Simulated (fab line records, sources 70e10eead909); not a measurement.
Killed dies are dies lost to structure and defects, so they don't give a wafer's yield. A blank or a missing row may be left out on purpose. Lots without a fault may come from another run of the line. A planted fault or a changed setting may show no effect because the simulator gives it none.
A struck lot beside a sound one | flow nand_harc | 16 steps out of a route of 1302
Sound: wafers L435.2, L435.3, L435.6. Struck: wafers L429.1, L429.3. (L429.6 of the same lot was not struck and is left out.) The cause comes at the end.
At each step with rows: each side's tool, then ch and its chambers, then its first start. Under that, the readings that differ: sound wafers | struck wafers | difference of the means | sigmas: that difference in standard deviations of wafers without a fault.
alike: readings whose means differ by less than 2 such deviations, and words and numbers that are the same on both sides. not compared: withheld readings, readings that some wafer has no value for, bounds like >300 that may hide the same value, and numbers for which the record gives no deviation and whose values overlap.
The two part at a step that has a row with sigmas, a row that says differs or no value, or rows on one side only. Numbers that don't overlap but have no deviation are shown without sigmas and don't part them. A reading that every wafer of one side lacks parts them only if that side has two wafers or more.

NHARC_A_M0_OVL_MEAS_10: pitch 160 nm.
  sound on overlay-01, day 31 14:47; struck on overlay-02, day 28 19:49
  alike: overlay_x_nm, overlay_y_nm
NHARC_A_M0_INSPECT_11:
  sound on defect_inspect-01, day 31 14:49; struck on defect_inspect-01, day 28 19:51
  alike: raw_defect_count
NHARC_A_M0_DESCUM_14: chemistry O2, time 3 s.
  sound on rie_diel-10 ch 0,1,3, day 31 14:53; struck on rie_diel-10 ch 2,3, day 28 19:55
  reading      | sound          | struck    | difference | sigmas
  rf_vpp_V (V) | 58.8 58.7 58.3 | 56.9 57.1 | -1.6       | -2
  alike: drypump_motor_current_A, oes_product_au, showerhead_plenum_p_Torr, throttle_valve_pct
  not compared: rf_hours_counter_h
then, 2 steps without rows for these wafers: NHARC_A_M0_ETCH_34 (etches the open film in N2/H2, target depth 40 nm, overetch 12 nm, time 43.94 s); NHARC_A_M0_ETCH_15 (etches the open film in C4F8/Ar, target depth 150 nm, overetch 15 nm, time 82.5 s).
NHARC_A_M0_CD_MEAS_16:
  sound on cd_sem-02, day 31 15:11; struck on cd_sem-03, day 28 20:13
  alike: cd_nm
then, 2 steps without rows for these wafers: NHARC_A_M0_STRIP_18 (strips in N2/H2); NHARC_A_M0_STRIP_19 (strips in post etch residue remover, time 600 s).
NHARC_A_M0_DEGAS_28: time 60 s.
  sound on pvd_sputter-02, day 31 15:48; struck on pvd_sputter-03, day 28 20:50
  alike: heater_power_w
NHARC_A_M0_PRE_CLEAN_29: time 30 s.
  sound on pvd_sputter-02; struck on pvd_sputter-03
  alike: heater_power_w
NHARC_A_M0_PVD_20: deposits TaN, target thk 5 nm, time 8.06 s.
  sound on pvd_sputter-02; struck on pvd_sputter-03
  reading                | sound          | struck    | difference | sigmas
  throttle_valve_pct (%) | 32.2 30.5 31.1 | 30.0 28.9 | -1.8       | -2
then, 1 step without rows for these wafers: NHARC_A_M0_PVD_21 (deposits Cu, target thk 30 nm, time 20.49 s).
NHARC_A_M0_ECD_22: material Cu, target thk 400 nm.
  sound on ecd_cu-02 ch 0,1, day 31 16:10; struck on ecd_cu-02 ch 0,1, day 28 21:11
NHARC_A_M0_ANNEAL_30: time 90 s.
  sound on rtp_anneal-02 ch 0, day 31 16:35; struck on rtp_anneal-02 ch 0, day 28 21:34
  alike: wafer_temp_C_max
NHARC_A_M0_CMP_23: polishes, t overpolish 20 s, target thk 113.75 nm.
  sound on cmp-03 ch 0,2,3, day 31 16:56; struck on cmp-03 ch 0,3, day 28 21:56
  reading                | sound    | struck | difference | sigmas
  time_to_endpoint_s (s) | 34 29 32 | 7 11   | -23        | -6
  alike: motor_current_A
NHARC_END_SORT_01:
  sound on prober-02 ch 0, day 33 11:38; struck on prober-02 ch 0, day 30 08:56
  reading                  | sound          | struck    | difference | sigmas
  defect_limited_yield (%) | 93.8 95.3 95.0 | 0.3 0.4   | -94.4      | -36
  killed_at_array          | 36 29 32       | 664 665   | +632       | +37
  killed_at_periphery      | 4 3 1          | 11 7      | +6         | +3
  killed_dies              | 42 32 34       | 675 674   | +638       | +35
  sort_bin_2_pct (%)       | 2.5 1.5 1.6    | 93.8 92.6 | +91.3      | +76
  sort_n_pass              | 635 645 643    | 2 3       | -638       | -35
  sort_rim_yield_pct (%)   | 96 90 98       | 1 3       | -93        | -25
  sort_yield_pct (%)       | 93.8 95.3 95.0 | 0.3 0.4   | -94.4      | -36
  alike: killed_at_other, killed_open, killed_short, sort_bin_3_pct, sort_bin_4_pct

WHERE THEY PART
First at NHARC_A_M0_DESCUM_14; last, within this record, at NHARC_END_SORT_01.

WHY: what the simulator had put in
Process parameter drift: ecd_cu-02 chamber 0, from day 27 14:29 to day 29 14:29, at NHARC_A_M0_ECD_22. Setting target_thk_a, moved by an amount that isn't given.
